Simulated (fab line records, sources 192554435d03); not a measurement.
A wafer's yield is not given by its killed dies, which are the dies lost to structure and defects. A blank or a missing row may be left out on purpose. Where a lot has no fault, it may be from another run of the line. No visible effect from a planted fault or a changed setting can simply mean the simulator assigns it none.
Matching of chambers | flow n5_finfet | 4 sister chambers for N5_SD_EPI_N_ETCH_45 on rie_diel-01
The step etches SiOCN in CH3F/O2, target depth 6 nm. 24 wafers are shown with their chamber, then 12 later ones without.

== WAFERS, EACH WITH ITS CHAMBER ==
wafer  | chamber | showerhead_plenum_p_Torr (Torr) | drypump_motor_current_A (A) | throttle_valve_pct (%)
L074.1 | 2       | 2.06                            | 6.4                         | 23.23
L074.2 | 1       | 2.06                            | 5.8                         | 23.45
L074.3 | 0       | 1.90                            | 5.9                         | 23.50
L080.2 | 0       | 1.90                            | 5.9                         | 23.54
L080.3 | 2       | 2.05                            | 6.4                         | 23.27
L080.6 | 3       | 2.03                            | 5.6                         | 23.70
L081.1 | 2       | 2.05                            | 6.4                         | 23.27
L081.3 | 1       | 2.05                            | 5.8                         | 23.48
L081.6 | 1       | 2.05                            | 5.8                         | 23.46
L084.1 | 3       | 2.03                            | 5.6                         | 23.72
L084.2 | 0       | 1.89                            | 5.9                         | 23.54
L084.4 | 1       | 2.05                            | 5.8                         | 23.47
L086.2 | 0       | 1.89                            | 5.9                         | 23.56
L086.3 | 2       | 2.05                            | 6.5                         | 23.27
L086.4 | 3       | 2.02                            | 5.6                         | 23.73
L087.4 | 0       | 1.89                            | 5.9                         | 23.57
L087.5 | 2       | 2.05                            | 6.4                         | 23.28
L087.6 | 3       | 2.02                            | 5.6                         | 23.73
L088.2 | 2       | 2.05                            | 6.5                         | 23.31
L088.4 | 0       | 1.89                            | 5.9                         | 23.55
L088.6 | 2       | 2.05                            | 6.5                         | 23.29
L089.2 | 0       | 1.89                            | 6.0                         | 23.58
L089.3 | 2       | 2.05                            | 6.5                         | 23.30
L089.6 | 0       | 1.89                            | 5.9                         | 23.57

SIGNATURES (means of the wafers above)
reading                  | chamber 0 | chamber 1 | chamber 2 | chamber 3 | scatter within a chamber
showerhead_plenum_p_Torr | 1.8925    | 2.0525    | 2.0513    | 2.0250    | 0.00454
drypump_motor_current_A  | 5.913     | 5.800     | 6.450     | 5.600     | 0.0379
throttle_valve_pct       | 23.5512   | 23.4650   | 23.2775   | 23.7200   | 0.0221
Rule: a wafer lies at a distance from a chamber equal to the root of the sum of squares, over the readings, of (its reading less the chamber's mean, divided by the reading's scatter). If the next closest chamber is less than 2 further off than the closest, the wafer can't be placed; otherwise it belongs to the closest. The scatter: take each reading less its chamber's mean, square it, sum over the shown wafers, divide by the number of wafers less the number of chambers, and take the root.

== WAFERS WHOSE CHAMBER IS MISSING ==
wafer  | showerhead_plenum_p_Torr (Torr) | drypump_motor_current_A (A) | throttle_valve_pct (%)
L092.1 | 1.89                            | 5.9                         | 23.58
L092.2 | 2.04                            | 5.8                         | 23.33
L092.4 | 1.89                            | 5.9                         | 23.59
L094.1 | 1.88                            | 5.9                         | 23.58
L094.2 | 2.04                            | 5.8                         | 23.33
L094.3 | 2.02                            | 5.6                         | 23.74
L094.4 | 2.04                            | 5.8                         | 23.33
L094.5 | 2.02                            | 5.6                         | 23.75
L094.6 | 1.88                            | 5.9                         | 23.59
L096.1 | 2.01                            | 5.6                         | 23.74
L096.2 | 2.04                            | 6.5                         | 23.06
L096.3 | 2.04                            | 5.8                         | 23.35

== WHICH CHAMBER EACH WENT THROUGH ==
wafer  | from the rows above | in truth
L092.1 | 0                   | 0
L092.2 | 1                   | 1
L092.4 | 0                   | 0
L094.1 | 0                   | 0
L094.2 | 1                   | 1
L094.3 | 3                   | 3
L094.4 | 1                   | 1
L094.5 | 3                   | 3
L094.6 | 0                   | 0
L096.1 | 3                   | 3
L096.2 | 2                   | 2
L096.3 | 1                   | 1
Placed correctly: 12 of 12. Can't be placed from these rows: 0. 0 placed wrongly.
